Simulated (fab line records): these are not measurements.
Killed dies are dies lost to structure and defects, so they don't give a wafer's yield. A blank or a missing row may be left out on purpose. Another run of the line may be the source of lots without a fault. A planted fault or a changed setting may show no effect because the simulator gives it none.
Split-lot experiment || flow n5Finfet || on a route of 1938 steps: 7 lots, 21 wafers read

ABOUT THE SPLIT
At N5_BEOL_M10_PEB_26 (peb time 60 s), the setting pebTimeS was moved away from the recipe's 60 s on 8 of the 21 wafers read, by -19.4% to +19.2%. This setting was run at the recipe's value on the other wafers.

THE PATH FROM SPLIT TO READING: the file shows 1 step between them
- N5_BEOL_M10_DEVELOP_27: develop time 30 s

THE READING
cdNm, in nm, at N5_BEOL_M10_CD_MEAS_28 (target cd 70 nm). Fault-free wafers of this fab line usually give 70.0 nm, standard deviation 0.92 nm.

{"wafer": "L076.3", "tool, chamber at the split": "lithoTrack-04, 0", "pebTimeS as run, s": 60, "against the recipe": "recipe", "cdNm, nm": 69.2, "against lot-mates on the recipe": "-"}
{"wafer": "L076.4", "tool, chamber at the split": "lithoTrack-04, 0", "pebTimeS as run, s": 60, "against the recipe": "recipe", "cdNm, nm": 68.6, "against lot-mates on the recipe": "-"}
{"wafer": "L076.6", "tool, chamber at the split": "lithoTrack-04, 0", "pebTimeS as run, s": 60, "against the recipe": "recipe", "cdNm, nm": 68.6, "against lot-mates on the recipe": "-"}
{"wafer": "L077.1", "tool, chamber at the split": "lithoTrack-05, 0", "pebTimeS as run, s": 60, "against the recipe": "recipe", "cdNm, nm": 69.3, "against lot-mates on the recipe": "-"}
{"wafer": "L077.2", "tool, chamber at the split": "lithoTrack-05, 0", "pebTimeS as run, s": 60, "against the recipe": "recipe", "cdNm, nm": 70.1, "against lot-mates on the recipe": "-"}
{"wafer": "L077.5", "tool, chamber at the split": "lithoTrack-05, 0", "pebTimeS as run, s": 68.27, "against the recipe": "+13.8%", "cdNm, nm": 74.9, "against lot-mates on the recipe": "+5.2"}
{"wafer": "L085.1", "tool, chamber at the split": "lithoTrack-04, 0", "pebTimeS as run, s": 60, "against the recipe": "recipe", "cdNm, nm": 69.1, "against lot-mates on the recipe": "-"}
{"wafer": "L085.4", "tool, chamber at the split": "lithoTrack-04, 0", "pebTimeS as run, s": 51.26, "against the recipe": "-14.6%", "cdNm, nm": 62.8, "against lot-mates on the recipe": -6.3}
{"wafer": "L085.5", "tool, chamber at the split": "lithoTrack-04, 0", "pebTimeS as run, s": 51.26, "against the recipe": "-14.6%", "cdNm, nm": 61.2, "against lot-mates on the recipe": -7.9}
{"wafer": "L088.1", "tool, chamber at the split": "lithoTrack-01, 0", "pebTimeS as run, s": 48.39, "against the recipe": "-19.4%", "cdNm, nm": 60.9, "against lot-mates on the recipe": "no lot-mate on the recipe"}
{"wafer": "L088.4", "tool, chamber at the split": "lithoTrack-01, 0", "pebTimeS as run, s": 48.39, "against the recipe": "-19.4%", "cdNm, nm": 61.7, "against lot-mates on the recipe": "no lot-mate on the recipe"}
{"wafer": "L088.5", "tool, chamber at the split": "lithoTrack-01, 0", "pebTimeS as run, s": 48.39, "against the recipe": "-19.4%", "cdNm, nm": 61.5, "against lot-mates on the recipe": "no lot-mate on the recipe"}
{"wafer": "L093.1", "tool, chamber at the split": "lithoTrack-04, 0", "pebTimeS as run, s": 60, "against the recipe": "recipe", "cdNm, nm": 71.2, "against lot-mates on the recipe": "-"}
{"wafer": "L093.3", "tool, chamber at the split": "lithoTrack-04, 0", "pebTimeS as run, s": 60, "against the recipe": "recipe", "cdNm, nm": 70.0, "against lot-mates on the recipe": "-"}
{"wafer": "L093.6", "tool, chamber at the split": "lithoTrack-04, 0", "pebTimeS as run, s": 71.55, "against the recipe": "+19.2%", "cdNm, nm": 78.5, "against lot-mates on the recipe": "+7.9"}
{"wafer": "L092.1", "tool, chamber at the split": "lithoTrack-05, 0", "pebTimeS as run, s": 60, "against the recipe": "recipe", "cdNm, nm": 71.6, "against lot-mates on the recipe": "-"}
{"wafer": "L092.2", "tool, chamber at the split": "lithoTrack-05, 0", "pebTimeS as run, s": 60, "against the recipe": "recipe", "cdNm, nm": 70.1, "against lot-mates on the recipe": "-"}
{"wafer": "L092.3", "tool, chamber at the split": "lithoTrack-05, 0", "pebTimeS as run, s": 69.93, "against the recipe": "+16.6%", "cdNm, nm": 77.9, "against lot-mates on the recipe": "+7.1"}
{"wafer": "L094.2", "tool, chamber at the split": "lithoTrack-04, 0", "pebTimeS as run, s": 60, "against the recipe": "recipe", "cdNm, nm": 70.1, "against lot-mates on the recipe": "-"}
{"wafer": "L094.5", "tool, chamber at the split": "lithoTrack-04, 0", "pebTimeS as run, s": 60, "against the recipe": "recipe", "cdNm, nm": 69.7, "against lot-mates on the recipe": "-"}
{"wafer": "L094.6", "tool, chamber at the split": "lithoTrack-04, 0", "pebTimeS as run, s": 60, "against the recipe": "recipe", "cdNm, nm": 68.7, "against lot-mates on the recipe": "-"}

FIT RESULTS
A straight line over all 21 wafers: cdNm changes by +0.455 nm for each +1% of pebTimeS; r = +0.98; the points scatter about the line by 0.94 nm.
The same after taking each lot's own level away (the mean of its wafers on the recipe; 18 wafers): +0.437 nm for each +1%; r = +0.99; scatter 0.63 nm.
The reading moves by 8.5 nm for the largest change in pebTimeS, on that fit.
The span of the lots' own levels, 68.80 to 70.85 nm, comes to 2.2 times the standard deviation stated above.
Consequently the slope shifts little with the lot-to-lot level, the two slopes agreeing.
Check: +8.42 nm against its lot-mates is what the line predicts for one of the wafers moved furthest among these (+19.2%) when that wafer is left out of the fit. It came out at +7.9 nm against them.

FILE'S OWN FIT
cdNm changes by +0.424 nm for each +1% of pebTimeS, r = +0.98.
